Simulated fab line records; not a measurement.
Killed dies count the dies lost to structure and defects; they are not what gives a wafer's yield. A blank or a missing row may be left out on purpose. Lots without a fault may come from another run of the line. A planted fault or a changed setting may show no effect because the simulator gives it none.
Which tool is to blame? | flow n5-finfet | 14 lots with 42 wafers sampled at 3 steps, on a route of 1938 steps

## WHAT THE GAUGES SHOWED, per wafer
N5_SPACER0_INSPECT_04: inspects for defects (darkfield).
lot  | measured    | on                | raw-defect-count
L154 | day 2 22:17 | defect-inspect-02 | 186 118 94
L155 | day 3 10:34 | defect-inspect-02 | 153 146 198
L156 | day 3 12:31 | defect-inspect-01 | 75 79 86
L157 | day 3 17:50 | defect-inspect-01 | 169 179 146
L158 | day 3 23:18 | defect-inspect-02 | 183 156 166
L159 | day 4 08:43 | defect-inspect-01 | 126 117 120
L160 | day 4 13:35 | defect-inspect-01 | 159 120 97
L162 | day 5 00:11 | defect-inspect-01 | 125 103 180
L164 | day 5 14:34 | defect-inspect-02 | 142 85 120
L173 | day 7 19:05 | defect-inspect-02 | 124 149 174
L174 | day 7 23:56 | defect-inspect-02 | 110 124 93
L175 | day 8 06:44 | defect-inspect-02 | 109 126 115
L176 | day 8 13:01 | defect-inspect-02 | 167 124 119
L177 | day 8 23:19 | defect-inspect-01 | 171 102 108

## EACH LOT AND THE TOOL THAT RAN IT (in order: tool; ch and the chambers of the sampled wafers; start)
lot  | N5_DUMMY_GATE_DESCUM_20           | N5_DUMMY_GATE_ETCH_23
L154 | rie-diel-03 ch 2,3, day 2 20:29   | rie-si-06 ch 0,3, day 2 21:13
L155 | rie-diel-03 ch 2,3, day 3 07:13   | rie-si-01 ch 1,2,3, day 3 07:56
L156 | rie-diel-06 ch 0,1,3, day 3 10:38 | rie-si-06 ch 0,3, day 3 11:21
L157 | rie-diel-02 ch 1,2,3, day 3 15:52 | rie-si-05 ch 1,2,3, day 3 16:38
L158 | rie-diel-06 ch 1,2, day 3 21:32   | rie-si-06 ch 2,3, day 3 22:14
L159 | rie-diel-02 ch 0,1,3, day 4 05:38 | rie-si-01 ch 0,1, day 4 06:22
L160 | rie-diel-02 ch 0,1, day 4 11:37   | rie-si-05 ch 0,2, day 4 12:29
L162 | rie-diel-06 ch 2,3, day 4 22:07   | rie-si-05 ch 1,2,3, day 4 23:06
L164 | rie-diel-06 ch 3, day 5 11:06     | rie-si-06 ch 0,2,3, day 5 11:55
L173 | rie-diel-06 ch 0,2,3, day 7 17:14 | rie-si-01 ch 1,2, day 7 17:58
L174 | rie-diel-02 ch 1,2, day 7 22:07   | rie-si-06 ch 0,3, day 7 22:49
L175 | rie-diel-03 ch 1,2, day 8 04:53   | rie-si-01 ch 1,3, day 8 05:40
L176 | rie-diel-02 ch 0,2,3, day 8 10:06 | rie-si-01 ch 0,2, day 8 10:48
L177 | rie-diel-02 ch 1,2,3, day 8 16:17 | rie-si-06 ch 0,1,3, day 8 17:16
- N5_DUMMY_GATE_DESCUM_20: chemistry O2, time 6.2 s.
- N5_DUMMY_GATE_ETCH_23: etches poly-Si in HBr/Cl2/O2, target depth 41 nm, time 22.3 s.

## AS READ BY THE TOOLS THEMSELVES (means over the sampled wafers that have a number; for cases with no such wafer, the mark the record gives instead)
N5_DUMMY_GATE_DESCUM_20.
lot  | tool        | drypump-motor-current-A (A) | oes-product-au (a.u.) | rf-fwd-power-W (W) | rf-vpp-V (V) | showerhead-plenum-p-Torr (Torr) | throttle-valve-pct (%)
L154 | rie-diel-03 | 5.3                         | 0.73                  | 49.70              | 242.5        | 2.06                            | 20.61
L155 | rie-diel-03 | 5.3                         | 0.73                  | 49.55              | 242.2        | 2.06                            | 20.63
L156 | rie-diel-06 | 5.9                         | 0.75                  | 49.76              | 244.3        | 2.15                            | 20.35
L157 | rie-diel-02 | 6.0                         | 0.75                  | 49.73              | 242.4        | 2.06                            | 20.45
L158 | rie-diel-06 | 5.9                         | 0.78                  | 49.66              | 243.5        | 2.15                            | 20.37
L159 | rie-diel-02 | 5.9                         | 0.78                  | 49.73              | 244.7        | 2.13                            | 20.24
L160 | rie-diel-02 | 6.1                         | 0.85                  | 49.71              | 245.4        | 2.21                            | 20.06
L162 | rie-diel-06 | 5.4                         | 0.91                  | 49.49              | 243.6        | 2.17                            | 20.29
L164 | rie-diel-06 | 5.8                         | 0.86                  | 49.71              | 244.9        | 2.22                            | 20.14
L173 | rie-diel-06 | 5.7                         | 0.80                  | 49.76              | 243.5        | 2.14                            | 20.38
L174 | rie-diel-02 | 6.3                         | 0.76                  | 49.63              | 244.0        | 2.12                            | 20.30
L175 | rie-diel-03 | 5.5                         | 0.75                  | 49.45              | 242.1        | 2.07                            | 20.57
L176 | rie-diel-02 | 5.9                         | 0.85                  | 49.77              | 243.2        | 2.15                            | 20.37
L177 | rie-diel-02 | 6.0                         | 0.82                  | 49.87              | 244.1        | 2.14                            | 20.38

N5_DUMMY_GATE_ETCH_23.
lot  | tool      | drypump-motor-current-A (A) | oes-product-au (a.u.) | rf-fwd-power-W (W) | throttle-valve-pct (%)
L154 | rie-si-06 | 5.7                         | 0.975                 | 797                | 37.58
L155 | rie-si-01 | 5.8                         | 0.975                 | 794                | 37.17
L156 | rie-si-06 | 5.7                         | 0.994                 | 797                | 37.58
L157 | rie-si-05 | 5.7                         | 0.981                 | 799                | 37.22
L158 | rie-si-06 | 5.5                         | 0.978                 | 795                | 37.35
L159 | rie-si-01 | 5.1                         | 0.987                 | 798                | 37.28
L160 | rie-si-05 | 5.8                         | 0.983                 | 791                | 37.02
L162 | rie-si-05 | 5.7                         | 0.984                 | 795                | 37.22
L164 | rie-si-06 | 5.8                         | 0.979                 | 797                | 37.27
L173 | rie-si-01 | 5.5                         | 0.989                 | 790                | 37.32
L174 | rie-si-06 | 6.0                         | 0.993                 | 798                | 37.51
L175 | rie-si-01 | 5.4                         | 0.983                 | 791                | 37.25
L176 | rie-si-01 | 5.4                         | 1.012                 | 796                | 37.19
L177 | rie-si-06 | 5.8                         | 0.996                 | 796                | 37.51

## THE ANSWER, worked out from the rows above alone
Rule: usual is defined by the lots themselves. Put in order of their means at a reading, lots are off if they are a third of the lots or fewer, leave a main group of 4 or more, and stand apart from it by a gap of 3 or more times the standard deviation of the main group's means; of several such gaps the widest counts. A main group is skipped when, at the precision printed for the reading in the tables above, its means are all equal. A lot without any number at a reading at which 4 lots or more have one is off too. Any other lot the step has rows for is counted as sound. The gauges are gone through in route order, then the tools' own readings, and for those a lot's mean is taken as printed above. The first step at which some lot is off is used, and at that step the reading that is off furthest; a lot without a number counts as furthest.
Nothing can be told from this: no lot is off at any reading shown.

## WHAT HAD BEEN PUT IN BY THE SIMULATOR
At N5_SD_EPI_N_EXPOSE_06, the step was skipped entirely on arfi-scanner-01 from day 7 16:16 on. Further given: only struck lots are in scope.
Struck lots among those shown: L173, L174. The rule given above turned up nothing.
